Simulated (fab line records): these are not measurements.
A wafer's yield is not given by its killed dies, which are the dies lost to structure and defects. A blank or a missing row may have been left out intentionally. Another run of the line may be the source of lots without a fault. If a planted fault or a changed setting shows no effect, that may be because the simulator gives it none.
fab line records || flow nand-harc
record {"lots": 6, "wafers": 18, "last-day": 23}
route steps=1159 shown A_ONON_D1@426 END@1159
lots with no fault: from the same line, run without faults
start-h: hours from the record's opening day to when the first of the lot's shown wafers began || wait-h: hours from the lot's prior step to this one || " identical to the entry in the row above || L1.1+2: several wafers, shown together as one row || - no value, or no start was given || * or withheld: withheld || < > ~ a bound
route shown NAME@n: NAME is a module with steps in the file, n the number in the route of the first one || usual: mean and standard deviation over wafers with no fault || same: alike in all rows || chamber/n: place in a boat || sites: the reading at each site || _std_site: the values' standard deviation || _edge_site: outer sites' mean less inner sites' || radius-mm: for every site, how far away it sits from the centre of the wafer || mask NAME#n: copy n || behind: the tool/chamber that last shaped the wafer || hold: what put the lot on hold/how long, in hours/how the hold closed || device: transistor that didn't switch, given as n, p or np || end of line: the tests these same wafers got at the end of their route || for a step that has no rows: nothing shown but its recipe || killed: the dies lost at the first sort to structure and to defects; this is not the yield of the wafer || map: a wafer's dies, x killed, . not, _ none there
set.NAME: the setting the step ran with; set.NAME@STEP: the setting that earlier step ran with || model.NAME: the simulator's own value behind a step, which no gauge read
lots at selected steps of the route; one table per step, one row per wafer
services: from which hour (start-h, from the record's first day; less than 0 if before it) a tool's chamber was out of use, for how many hours, and why
## steps
# step NHARC_A_ONON_D1_DEP_03
# recipe {"target-thk-a": 10000, "n2-flow-sccm": 2750, "n2o-flow-sccm": 2000, "nh3-flow-sccm": 500, "sih4-flow-sccm": 210, "temp-c": 400}
# step NHARC_A_ONON_D1_THK_MEAS_05
# recipe {"thk-meas-gauge": "ellipsometry"}
# usual {"thk-nm": "1003/9.9"}
{"lot.wafer": "L289.1", "tool": "film-metro-02", "chamber": "-", "start-h": 194.62, "wait-h": "-", "thk-nm": 1002}
{"lot.wafer": "L289.4", "tool": "film-metro-02", "chamber": "-", "start-h": 194.62, "wait-h": "-", "thk-nm": 1000}
{"lot.wafer": "L289.6", "tool": "film-metro-02", "chamber": "-", "start-h": 194.62, "wait-h": "-", "thk-nm": 1002}
{"lot.wafer": "L293.1", "tool": "film-metro-01", "chamber": "-", "start-h": 236.04, "wait-h": "-", "thk-nm": 997}
{"lot.wafer": "L293.2", "tool": "film-metro-01", "chamber": "-", "start-h": 236.04, "wait-h": "-", "thk-nm": 993}
{"lot.wafer": "L293.3", "tool": "film-metro-01", "chamber": "-", "start-h": 236.04, "wait-h": "-", "thk-nm": 995}
{"lot.wafer": "L294.1", "tool": "film-metro-02", "chamber": "-", "start-h": 236.18, "wait-h": "-", "thk-nm": 1012}
{"lot.wafer": "L294.3", "tool": "film-metro-02", "chamber": "-", "start-h": 236.18, "wait-h": "-", "thk-nm": 1011}
{"lot.wafer": "L294.5", "tool": "film-metro-02", "chamber": "-", "start-h": 236.18, "wait-h": "-", "thk-nm": 1012}
{"lot.wafer": "L295.3", "tool": "film-metro-02", "chamber": "-", "start-h": 236.40, "wait-h": "-", "thk-nm": 1007}
{"lot.wafer": "L295.5", "tool": "film-metro-02", "chamber": "-", "start-h": 236.40, "wait-h": "-", "thk-nm": 1005}
{"lot.wafer": "L295.6", "tool": "film-metro-02", "chamber": "-", "start-h": 236.40, "wait-h": "-", "thk-nm": 1006}
{"lot.wafer": "L301.1", "tool": "film-metro-02", "chamber": "-", "start-h": 273.48, "wait-h": "-", "thk-nm": 1004}
{"lot.wafer": "L301.4", "tool": "film-metro-02", "chamber": "-", "start-h": 273.48, "wait-h": "-", "thk-nm": 1005}
{"lot.wafer": "L301.6", "tool": "film-metro-02", "chamber": "-", "start-h": 273.48, "wait-h": "-", "thk-nm": 1007}
{"lot.wafer": "L303.1", "tool": "film-metro-02", "chamber": "-", "start-h": 279.04, "wait-h": "-", "thk-nm": 1002}
{"lot.wafer": "L303.3", "tool": "film-metro-02", "chamber": "-", "start-h": 279.04, "wait-h": "-", "thk-nm": 1004}
{"lot.wafer": "L303.4", "tool": "film-metro-02", "chamber": "-", "start-h": 279.04, "wait-h": "-", "thk-nm": 1000}
# step NHARC_A_ONON_D1_DEP_06
# recipe {"target-thk-a": 10000, "n2-flow-sccm": 2750, "n2o-flow-sccm": 2000, "nh3-flow-sccm": 500, "sih4-flow-sccm": 210, "temp-c": 400}
# step NHARC_A_ONON_D1_THK_MEAS_08
# recipe {"thk-meas-gauge": "ellipsometry"}
# usual {"thk-nm": "1000/11"}
{"lot.wafer": "L289.1", "tool": "film-metro-01", "chamber": "-", "start-h": 195.18, "wait-h": "-", "thk-nm": 1001}
{"lot.wafer": "L289.4", "tool": "film-metro-01", "chamber": "-", "start-h": 195.18, "wait-h": "-", "thk-nm": 1000}
{"lot.wafer": "L289.6", "tool": "film-metro-01", "chamber": "-", "start-h": 195.18, "wait-h": "-", "thk-nm": 998}
{"lot.wafer": "L293.1", "tool": "film-metro-02", "chamber": "-", "start-h": 236.61, "wait-h": "-", "thk-nm": 988}
{"lot.wafer": "L293.2", "tool": "film-metro-02", "chamber": "-", "start-h": 236.61, "wait-h": "-", "thk-nm": 988}
{"lot.wafer": "L293.3", "tool": "film-metro-02", "chamber": "-", "start-h": 236.61, "wait-h": "-", "thk-nm": 988}
{"lot.wafer": "L294.1", "tool": "film-metro-01", "chamber": "-", "start-h": 236.75, "wait-h": "-", "thk-nm": 992}
{"lot.wafer": "L294.3", "tool": "film-metro-01", "chamber": "-", "start-h": 236.75, "wait-h": "-", "thk-nm": 996}
{"lot.wafer": "L294.5", "tool": "film-metro-01", "chamber": "-", "start-h": 236.75, "wait-h": "-", "thk-nm": 996}
{"lot.wafer": "L295.3", "tool": "film-metro-01", "chamber": "-", "start-h": 236.97, "wait-h": "-", "thk-nm": 1012}
{"lot.wafer": "L295.5", "tool": "film-metro-01", "chamber": "-", "start-h": 236.97, "wait-h": "-", "thk-nm": 1012}
{"lot.wafer": "L295.6", "tool": "film-metro-01", "chamber": "-", "start-h": 236.97, "wait-h": "-", "thk-nm": 1014}
{"lot.wafer": "L301.1", "tool": "film-metro-01", "chamber": "-", "start-h": 274.05, "wait-h": "-", "thk-nm": 1008}
{"lot.wafer": "L301.4", "tool": "film-metro-01", "chamber": "-", "start-h": 274.05, "wait-h": "-", "thk-nm": 1008}
{"lot.wafer": "L301.6", "tool": "film-metro-01", "chamber": "-", "start-h": 274.05, "wait-h": "-", "thk-nm": 1008}
{"lot.wafer": "L303.1", "tool": "film-metro-02", "chamber": "-", "start-h": 279.61, "wait-h": "-", "thk-nm": 1008}
{"lot.wafer": "L303.3", "tool": "film-metro-02", "chamber": "-", "start-h": 279.61, "wait-h": "-", "thk-nm": 1007}
{"lot.wafer": "L303.4", "tool": "film-metro-02", "chamber": "-", "start-h": 279.61, "wait-h": "-", "thk-nm": 1007}
# step NHARC_A_ONON_D1_DEP_09
# recipe {"target-thk-a": 10000, "n2-flow-sccm": 2750, "n2o-flow-sccm": 2000, "nh3-flow-sccm": 500, "sih4-flow-sccm": 210, "temp-c": 400}
# step NHARC_A_ONON_D1_THK_MEAS_11
# recipe {"thk-meas-gauge": "ellipsometry"}
# usual {"thk-nm": "1000/10"}
{"lot.wafer": "L289.1", "tool": "film-metro-01", "chamber": "-", "start-h": 195.75, "wait-h": "-", "thk-nm": 1002}
{"lot.wafer": "L289.4", "tool": "film-metro-01", "chamber": "-", "start-h": 195.75, "wait-h": "-", "thk-nm": 1004}
{"lot.wafer": "L289.6", "tool": "film-metro-01", "chamber": "-", "start-h": 195.75, "wait-h": "-", "thk-nm": 1003}
{"lot.wafer": "L293.1", "tool": "film-metro-02", "chamber": "-", "start-h": 237.18, "wait-h": "-", "thk-nm": 988}
{"lot.wafer": "L293.2", "tool": "film-metro-02", "chamber": "-", "start-h": 237.18, "wait-h": "-", "thk-nm": 985}
{"lot.wafer": "L293.3", "tool": "film-metro-02", "chamber": "-", "start-h": 237.18, "wait-h": "-", "thk-nm": 985}
{"lot.wafer": "L294.1", "tool": "film-metro-02", "chamber": "-", "start-h": 237.33, "wait-h": "-", "thk-nm": 1008}
{"lot.wafer": "L294.3", "tool": "film-metro-02", "chamber": "-", "start-h": 237.33, "wait-h": "-", "thk-nm": 1008}
{"lot.wafer": "L294.5", "tool": "film-metro-02", "chamber": "-", "start-h": 237.33, "wait-h": "-", "thk-nm": 1008}
{"lot.wafer": "L295.3", "tool": "film-metro-01", "chamber": "-", "start-h": 237.68, "wait-h": "-", "thk-nm": 984}
{"lot.wafer": "L295.5", "tool": "film-metro-01", "chamber": "-", "start-h": 237.68, "wait-h": "-", "thk-nm": 981}
{"lot.wafer": "L295.6", "tool": "film-metro-01", "chamber": "-", "start-h": 237.68, "wait-h": "-", "thk-nm": 982}
{"lot.wafer": "L301.1", "tool": "film-metro-01", "chamber": "-", "start-h": 274.62, "wait-h": "-", "thk-nm": 1011}
{"lot.wafer": "L301.4", "tool": "film-metro-01", "chamber": "-", "start-h": 274.62, "wait-h": "-", "thk-nm": 1010}
{"lot.wafer": "L301.6", "tool": "film-metro-01", "chamber": "-", "start-h": 274.62, "wait-h": "-", "thk-nm": 1011}
{"lot.wafer": "L303.1", "tool": "film-metro-02", "chamber": "-", "start-h": 280.18, "wait-h": "-", "thk-nm": 998}
{"lot.wafer": "L303.3", "tool": "film-metro-02", "chamber": "-", "start-h": 280.18, "wait-h": "-", "thk-nm": 999}
{"lot.wafer": "L303.4", "tool": "film-metro-02", "chamber": "-", "start-h": 280.18, "wait-h": "-", "thk-nm": 999}
# step NHARC_A_ONON_D1_DEP_12
# recipe {"target-thk-a": 10000, "n2-flow-sccm": 2750, "n2o-flow-sccm": 2000, "nh3-flow-sccm": 500, "sih4-flow-sccm": 210, "temp-c": 400}
# step NHARC_A_ONON_D1_THK_MEAS_14
# recipe {"thk-meas-gauge": "ellipsometry"}
# usual {"thk-nm": "998/8.3"}
{"lot.wafer": "L289.1", "tool": "film-metro-02", "chamber": "-", "start-h": 196.32, "wait-h": "-", "thk-nm": 994}
{"lot.wafer": "L289.4", "tool": "film-metro-02", "chamber": "-", "start-h": 196.32, "wait-h": "-", "thk-nm": 993}
{"lot.wafer": "L289.6", "tool": "film-metro-02", "chamber": "-", "start-h": 196.32, "wait-h": "-", "thk-nm": 993}
{"lot.wafer": "L293.1", "tool": "film-metro-01", "chamber": "-", "start-h": 238.03, "wait-h": "-", "thk-nm": 986}
{"lot.wafer": "L293.2", "tool": "film-metro-01", "chamber": "-", "start-h": 238.03, "wait-h": "-", "thk-nm": 988}
{"lot.wafer": "L293.3", "tool": "film-metro-01", "chamber": "-", "start-h": 238.03, "wait-h": "-", "thk-nm": 986}
{"lot.wafer": "L294.1", "tool": "film-metro-02", "chamber": "-", "start-h": 238.38, "wait-h": "-", "thk-nm": 1009}
{"lot.wafer": "L294.3", "tool": "film-metro-02", "chamber": "-", "start-h": 238.38, "wait-h": "-", "thk-nm": 1010}
{"lot.wafer": "L294.5", "tool": "film-metro-02", "chamber": "-", "start-h": 238.38, "wait-h": "-", "thk-nm": 1011}
{"lot.wafer": "L295.3", "tool": "film-metro-01", "chamber": "-", "start-h": 238.73, "wait-h": "-", "thk-nm": 1002}
{"lot.wafer": "L295.5", "tool": "film-metro-01", "chamber": "-", "start-h": 238.73, "wait-h": "-", "thk-nm": 1001}
{"lot.wafer": "L295.6", "tool": "film-metro-01", "chamber": "-", "start-h": 238.73, "wait-h": "-", "thk-nm": 1003}
{"lot.wafer": "L301.1", "tool": "film-metro-02", "chamber": "-", "start-h": 275.19, "wait-h": "-", "thk-nm": 1005}
{"lot.wafer": "L301.4", "tool": "film-metro-02", "chamber": "-", "start-h": 275.19, "wait-h": "-", "thk-nm": 1006}
{"lot.wafer": "L301.6", "tool": "film-metro-02", "chamber": "-", "start-h": 275.19, "wait-h": "-", "thk-nm": 1003}
{"lot.wafer": "L303.1", "tool": "film-metro-02", "chamber": "-", "start-h": 280.76, "wait-h": "-", "thk-nm": 983}
{"lot.wafer": "L303.3", "tool": "film-metro-02", "chamber": "-", "start-h": 280.76, "wait-h": "-", "thk-nm": 983}
{"lot.wafer": "L303.4", "tool": "film-metro-02", "chamber": "-", "start-h": 280.76, "wait-h": "-", "thk-nm": 984}
# step NHARC_A_ONON_D1_ANNEAL_15
# recipe {"temp-c": 750, "time-s": 3600}
# step NHARC_A_ONON_D1_DEP_16
# recipe {"target-thk-a": 10000, "n2-flow-sccm": 2750, "n2o-flow-sccm": 2000, "nh3-flow-sccm": 500, "sih4-flow-sccm": 210, "temp-c": 400}
# step NHARC_A_ONON_D1_THK_MEAS_18
# recipe {"thk-meas-gauge": "ellipsometry"}
# usual {"thk-nm": "1001/12"}
{"lot.wafer": "L289.1", "tool": "film-metro-02", "chamber": "-", "start-h": 203.45, "wait-h": "-", "thk-nm": 1001}
{"lot.wafer": "L289.4", "tool": "film-metro-02", "chamber": "-", "start-h": 203.45, "wait-h": "-", "thk-nm": 1001}
{"lot.wafer": "L289.6", "tool": "film-metro-02", "chamber": "-", "start-h": 203.45, "wait-h": "-", "thk-nm": 1001}
{"lot.wafer": "L294.1", "tool": "film-metro-02", "chamber": "-", "start-h": 245.97, "wait-h": "-", "thk-nm": 1018}
{"lot.wafer": "L294.3", "tool": "film-metro-02", "chamber": "-", "start-h": 245.97, "wait-h": "-", "thk-nm": 1020}
{"lot.wafer": "L294.5", "tool": "film-metro-02", "chamber": "-", "start-h": 245.97, "wait-h": "-", "thk-nm": 1019}
{"lot.wafer": "L293.1", "tool": "film-metro-01", "chamber": "-", "start-h": 245.98, "wait-h": "-", "thk-nm": 992}
{"lot.wafer": "L293.2", "tool": "film-metro-01", "chamber": "-", "start-h": 245.98, "wait-h": "-", "thk-nm": 994}
{"lot.wafer": "L293.3", "tool": "film-metro-01", "chamber": "-", "start-h": 245.98, "wait-h": "-", "thk-nm": 993}
{"lot.wafer": "L295.3", "tool": "film-metro-01", "chamber": "-", "start-h": 246.33, "wait-h": "-", "thk-nm": 986}
{"lot.wafer": "L295.5", "tool": "film-metro-01", "chamber": "-", "start-h": 246.33, "wait-h": "-", "thk-nm": 988}
{"lot.wafer": "L295.6", "tool": "film-metro-01", "chamber": "-", "start-h": 246.33, "wait-h": "-", "thk-nm": 987}
{"lot.wafer": "L301.1", "tool": "film-metro-02", "chamber": "-", "start-h": 282.31, "wait-h": "-", "thk-nm": 1001}
{"lot.wafer": "L301.4", "tool": "film-metro-02", "chamber": "-", "start-h": 282.31, "wait-h": "-", "thk-nm": 1002}
{"lot.wafer": "L301.6", "tool": "film-metro-02", "chamber": "-", "start-h": 282.31, "wait-h": "-", "thk-nm": 1002}
{"lot.wafer": "L303.1", "tool": "film-metro-01", "chamber": "-", "start-h": 287.84, "wait-h": "-", "thk-nm": 1009}
{"lot.wafer": "L303.3", "tool": "film-metro-01", "chamber": "-", "start-h": 287.84, "wait-h": "-", "thk-nm": 1012}
{"lot.wafer": "L303.4", "tool": "film-metro-01", "chamber": "-", "start-h": 287.84, "wait-h": "-", "thk-nm": 1011}
# step NHARC_A_ONON_D1_DEP_19
# recipe {"target-thk-a": 10000, "n2-flow-sccm": 2750, "n2o-flow-sccm": 2000, "nh3-flow-sccm": 500, "sih4-flow-sccm": 210, "temp-c": 400}
{"lot.wafer": "L289.1+4+6", "tool": "pecvd-onon-04", "chamber": 0, "start-h": 203.50, "wait-h": 0.1}
{"lot.wafer": "L294.1+3+5", "tool": "pecvd-onon-03", "chamber": 0, "start-h": 246.03, "wait-h": 0.1}
{"lot.wafer": "L293.1+2+3", "tool": "pecvd-onon-02", "chamber": 0, "start-h": 246.17, "wait-h": 0.2}
{"lot.wafer": "L295.3+5+6", "tool": "pecvd-onon-03", "chamber": 0, "start-h": 246.50, "wait-h": 0.2}
{"lot.wafer": "L301.1+4+6", "tool": "pecvd-onon-04", "chamber": 0, "start-h": 282.37, "wait-h": 0.1}
{"lot.wafer": "L303.1+3+4", "tool": "pecvd-onon-04", "chamber": 0, "start-h": 287.89, "wait-h": 0.1}
# step NHARC_A_ONON_D1_THK_MEAS_21
# recipe {"thk-meas-gauge": "ellipsometry"}
# usual {"thk-nm": "1000/7.6"}
{"lot.wafer": "L289.1", "tool": "film-metro-01", "chamber": "-", "start-h": 204.01, "wait-h": "-", "thk-nm": 1009}
{"lot.wafer": "L289.4", "tool": "film-metro-01", "chamber": "-", "start-h": 204.01, "wait-h": "-", "thk-nm": 1011}
{"lot.wafer": "L289.6", "tool": "film-metro-01", "chamber": "-", "start-h": 204.01, "wait-h": "-", "thk-nm": 1013}
{"lot.wafer": "L294.1", "tool": "film-metro-01", "chamber": "-", "start-h": 246.54, "wait-h": "-", "thk-nm": 1005}
{"lot.wafer": "L294.3", "tool": "film-metro-01", "chamber": "-", "start-h": 246.54, "wait-h": "-", "thk-nm": 1006}
{"lot.wafer": "L294.5", "tool": "film-metro-01", "chamber": "-", "start-h": 246.54, "wait-h": "-", "thk-nm": 1005}
{"lot.wafer": "L293.1", "tool": "film-metro-02", "chamber": "-", "start-h": 246.68, "wait-h": "-", "thk-nm": 1004}
{"lot.wafer": "L293.2", "tool": "film-metro-02", "chamber": "-", "start-h": 246.68, "wait-h": "-", "thk-nm": 1005}
{"lot.wafer": "L293.3", "tool": "film-metro-02", "chamber": "-", "start-h": 246.68, "wait-h": "-", "thk-nm": 1005}
{"lot.wafer": "L295.3", "tool": "film-metro-02", "chamber": "-", "start-h": 246.90, "wait-h": "-", "thk-nm": 996}
{"lot.wafer": "L295.5", "tool": "film-metro-02", "chamber": "-", "start-h": 246.90, "wait-h": "-", "thk-nm": 994}
{"lot.wafer": "L295.6", "tool": "film-metro-02", "chamber": "-", "start-h": 246.90, "wait-h": "-", "thk-nm": 994}
{"lot.wafer": "L301.1", "tool": "film-metro-01", "chamber": "-", "start-h": 282.88, "wait-h": "-", "thk-nm": 987}
{"lot.wafer": "L301.4", "tool": "film-metro-01", "chamber": "-", "start-h": 282.88, "wait-h": "-", "thk-nm": 543}
{"lot.wafer": "L301.6", "tool": "film-metro-01", "chamber": "-", "start-h": 282.88, "wait-h": "-", "thk-nm": 543}
{"lot.wafer": "L303.1", "tool": "film-metro-01", "chamber": "-", "start-h": 288.40, "wait-h": "-", "thk-nm": 997}
{"lot.wafer": "L303.3", "tool": "film-metro-01", "chamber": "-", "start-h": 288.40, "wait-h": "-", "thk-nm": 548}
{"lot.wafer": "L303.4", "tool": "film-metro-01", "chamber": "-", "start-h": 288.40, "wait-h": "-", "thk-nm": 550}
# step NHARC_A_ONON_D1_DEP_22
# recipe {"target-thk-a": 10000, "n2-flow-sccm": 2750, "n2o-flow-sccm": 2000, "nh3-flow-sccm": 500, "sih4-flow-sccm": 210, "temp-c": 400}
# step NHARC_END_SORT_01
# recipe {"temp-c": 25}
# usual {"killed-at-array": "29/11", "killed-at-other": "0.7/1.1", "killed-at-periphery": "2.9/2.2", "killed-dies": "33/11", "killed-open": "3.1/1.8", "killed-short": "1.9/1.4"}
# same {"gross-dies": 677}
{"lot.wafer": "L294.1", "tool": "prober-01", "chamber": 0, "start-h": 505.88, "wait-h": 2.5, "killed-at-array": 29, "killed-at-other": 0, "killed-at-periphery": 2, "killed-dies": 31, "killed-open": 3, "killed-short": 2}
{"lot.wafer": "L294.3", "tool": "prober-01", "chamber": 0, "start-h": 507.46, "wait-h": 3.1, "killed-at-array": 20, "killed-at-other": 1, "killed-at-periphery": 1, "killed-dies": 22, "killed-open": 1, "killed-short": 2}
{"lot.wafer": "L294.5", "tool": "prober-01", "chamber": 0, "start-h": 509.05, "wait-h": 3.7, "killed-at-array": 27, "killed-at-other": 0, "killed-at-periphery": 2, "killed-dies": 29, "killed-open": 5, "killed-short": 1}
{"lot.wafer": "L303.3", "tool": "prober-02", "chamber": 0, "start-h": 556.84, "wait-h": 3.1, "killed-at-array": 676, "killed-at-other": 0, "killed-at-periphery": 1, "killed-dies": 677, "killed-open": 1, "killed-short": 1}
{"lot.wafer": "L303.4", "tool": "prober-02", "chamber": 0, "start-h": 557.64, "wait-h": 3.4, "killed-at-array": 672, "killed-at-other": 0, "killed-at-periphery": 5, "killed-dies": 677, "killed-open": 3, "killed-short": 3}
{"lot.wafer": "L301.4", "tool": "prober-01", "chamber": 0, "start-h": 557.64, "wait-h": 3.4, "killed-at-array": 676, "killed-at-other": 0, "killed-at-periphery": 1, "killed-dies": 677, "killed-open": 5, "killed-short": 0}
{"lot.wafer": "L301.6", "tool": "prober-01", "chamber": 0, "start-h": 559.24, "wait-h": 4.0, "killed-at-array": 676, "killed-at-other": 0, "killed-at-periphery": 1, "killed-dies": 677, "killed-open": 2, "killed-short": 1}
# killed by level:class
L294.1 A_CHANNEL_HOLE_D1:chamber-film-flake=17 A_CHANNEL_FILL_D1:chamber-film-flake=4 A_CONTACT:chamber-film-flake=3 A_CONTACT:geometric-particle:open=2 P_CONTACT:geometric-particle:short=1 A_CHANNEL_FILL_D1:geometric-particle:short=1 A_BLC:geometric-particle:open=1 P_ZERO_WELL:chamber-film-flake=1
L294.3 A_CHANNEL_HOLE_D1:chamber-film-flake=15 A_STAIRCASE:chamber-film-flake=2 P_M0:geometric-particle:short=1 A_CHANNEL_FILL_D1:geometric-particle:short=1 A_M0:geometric-particle:open=1 A_CONTACT:chamber-film-flake=1 THIN_TSV:chamber-film-flake=1
L294.5 A_CHANNEL_HOLE_D1:chamber-film-flake=17 A_CONTACT:chamber-film-flake=4 A_CONTACT:geometric-particle:open=2 P_M0:geometric-particle:short=1 A_SOURCE_PLATE:geometric-particle:open=1 A_CHANNEL_HOLE_D1:geometric-particle:open=1 A_M0:geometric-particle:open=1 P_GATE:chamber-film-flake=1
L303.3 A_ONON_D1:area-dep=653 A_CHANNEL_HOLE_D1:chamber-film-flake=5 A_CHANNEL_FILL_D1:chamber-film-flake=4 A_WL_FILL:chamber-film-flake=3 A_CONTACT:chamber-film-flake=3 A_M1:chamber-film-flake=3 A_SLIT:chamber-film-flake=2 A_ONON_D1:geometric-particle:short=1
L303.4 A_ONON_D1:area-dep=651 A_CHANNEL_HOLE_D1:chamber-film-flake=8 A_STAIRCASE:chamber-film-flake=4 A_M1:chamber-film-flake=3 A_WL_FILL:geometric-particle:open=2 P_STI:chamber-film-flake=2 P_CONTACT:geometric-particle:short=1 P_M0:geometric-particle:short=1
L301.4 A_ONON_D1:area-dep=625 A_CHANNEL_HOLE_D1:chamber-film-flake=24 A_SLIT:chamber-film-flake=15 A_WL_FILL:chamber-film-flake=3 A_CONTACT:chamber-film-flake=2 A_M1:chamber-film-flake=2 P_M0:geometric-particle:open=1 A_CONTACT:geometric-particle:open=1
L301.6 A_ONON_D1:area-dep=626 A_CHANNEL_HOLE_D1:chamber-film-flake=18 A_SLIT:chamber-film-flake=18 A_CONTACT:chamber-film-flake=4 A_M1:chamber-film-flake=4 A_CHANNEL_FILL_D1:geometric-particle:open=2 A_CHANNEL_FILL_D1:chamber-film-flake=2 A_WL_FILL:geometric-particle:short=1
# map L301.4 (x killed, . not)
____________x____________
_________xxxxxxx_________
_______xxxxxxxxxxx_______
______xxxxxxxxxxxxx______
_____xxxxxxxxxxxxxxx_____
____xxxxxxxxxxxxxxxxx____
____xxxxxxxxxxxxxxxxx____
___xxxxxxxxxxxxxxxxxxx___
___xxxxxxxxxxxxxxxxxxx___
__xxxxxxxxxxxxxxxxxxxxx__
__xxxxxxxxxxxxxxxxxxxxx__
_xxxxxxxxxxxxxxxxxxxxxxx_
_xxxxxxxxxxxxxxxxxxxxxxx_
_xxxxxxxxxxxxxxxxxxxxxxx_
_xxxxxxxxxxxxxxxxxxxxxxx_
_xxxxxxxxxxxxxxxxxxxxxxx_
xxxxxxxxxxxxxxxxxxxxxxxxx
xxxxxxxxxxxxxxxxxxxxxxxxx
xxxxxxxxxxxxxxxxxxxxxxxxx
xxxxxxxxxxxxxxxxxxxxxxxxx
xxxxxxxxxxxxxxxxxxxxxxxxx
_xxxxxxxxxxxxxxxxxxxxxxx_
_xxxxxxxxxxxxxxxxxxxxxxx_
_xxxxxxxxxxxxxxxxxxxxxxx_
_xxxxxxxxxxxxxxxxxxxxxxx_
_xxxxxxxxxxxxxxxxxxxxxxx_
__xxxxxxxxxxxxxxxxxxxxx__
__xxxxxxxxxxxxxxxxxxxxx__
___xxxxxxxxxxxxxxxxxxx___
___xxxxxxxxxxxxxxxxxxx___
____xxxxxxxxxxxxxxxxx____
____xxxxxxxxxxxxxxxxx____
_____xxxxxxxxxxxxxxx_____
______xxxxxxxxxxxxx______
_______xxxxxxxxxxx_______
_________xxxxxxx_________
____________x____________
# map L303.3 (x killed, . not)
____________x____________
_________xxxxxxx_________
_______xxxxxxxxxxx_______
______xxxxxxxxxxxxx______
_____xxxxxxxxxxxxxxx_____
____xxxxxxxxxxxxxxxxx____
____xxxxxxxxxxxxxxxxx____
___xxxxxxxxxxxxxxxxxxx___
___xxxxxxxxxxxxxxxxxxx___
__xxxxxxxxxxxxxxxxxxxxx__
__xxxxxxxxxxxxxxxxxxxxx__
_xxxxxxxxxxxxxxxxxxxxxxx_
_xxxxxxxxxxxxxxxxxxxxxxx_
_xxxxxxxxxxxxxxxxxxxxxxx_
_xxxxxxxxxxxxxxxxxxxxxxx_
_xxxxxxxxxxxxxxxxxxxxxxx_
xxxxxxxxxxxxxxxxxxxxxxxxx
xxxxxxxxxxxxxxxxxxxxxxxxx
xxxxxxxxxxxxxxxxxxxxxxxxx
xxxxxxxxxxxxxxxxxxxxxxxxx
xxxxxxxxxxxxxxxxxxxxxxxxx
_xxxxxxxxxxxxxxxxxxxxxxx_
_xxxxxxxxxxxxxxxxxxxxxxx_
_xxxxxxxxxxxxxxxxxxxxxxx_
_xxxxxxxxxxxxxxxxxxxxxxx_
_xxxxxxxxxxxxxxxxxxxxxxx_
__xxxxxxxxxxxxxxxxxxxxx__
__xxxxxxxxxxxxxxxxxxxxx__
___xxxxxxxxxxxxxxxxxxx___
___xxxxxxxxxxxxxxxxxxx___
____xxxxxxxxxxxxxxxxx____
____xxxxxxxxxxxxxxxxx____
_____xxxxxxxxxxxxxxx_____
______xxxxxxxxxxxxx______
_______xxxxxxxxxxx_______
_________xxxxxxx_________
____________x____________
## services
{"tool": "pecvd-onon-03", "chamber": "-", "start-h": 234.90, "hours": 6.8, "kind": "repair"}
{"tool": "pecvd-onon-04", "chamber": "-", "start-h": 237.02, "hours": 13.0, "kind": "pm"}
## key
first-sign {"step": "NHARC_A_ONON_D1_THK_MEAS_21", "reading": "thk-nm", "direction": "down", "sigmas": 60, "usual": 1000, "struck": 546}
effect {"step": "NHARC_END_SORT_01", "reading": "killed-dies", "direction": "up", "sigmas": 58, "usual": 33, "struck": 677}
more-kills-born-at {"NHARC_A_ONON_D1_DEP_19@pecvd-onon-04": 2555}
met-at NHARC_A_ONON_D1_DEP_19
struck-wafers L301.4,L301.6,L303.3,L303.4
later-rows-left-out L301.4,L301.6,L303.3,L303.4
tester-left-out L301,L303
onset-between 203.50 282.37
fault {"kind": "process-parameter-drift", "tool": "pecvd-onon-04", "chamber": "-", "onset-h": 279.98, "steps": "NHARC_A_ONON_D1_DEP_19", "channel": "target-thk-a", "offset": "*", "shape": "step", "end-h": 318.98, "scope": "struck-wafers-only", "acts-in": "*", "stated": "*"}
# tester-left-out: of these lots the tester's yield and bins aren't shown, on N5 and GAA mostly nor the transistor test; their killed dies are dies lost to structure and defects alone, not to doping, threshold or leakage, so they don't give the yield
# later-rows-left-out: the simulator's readings of these wafers behind a module that went badly wrong aren't trusted and aren't shown, but for the sort
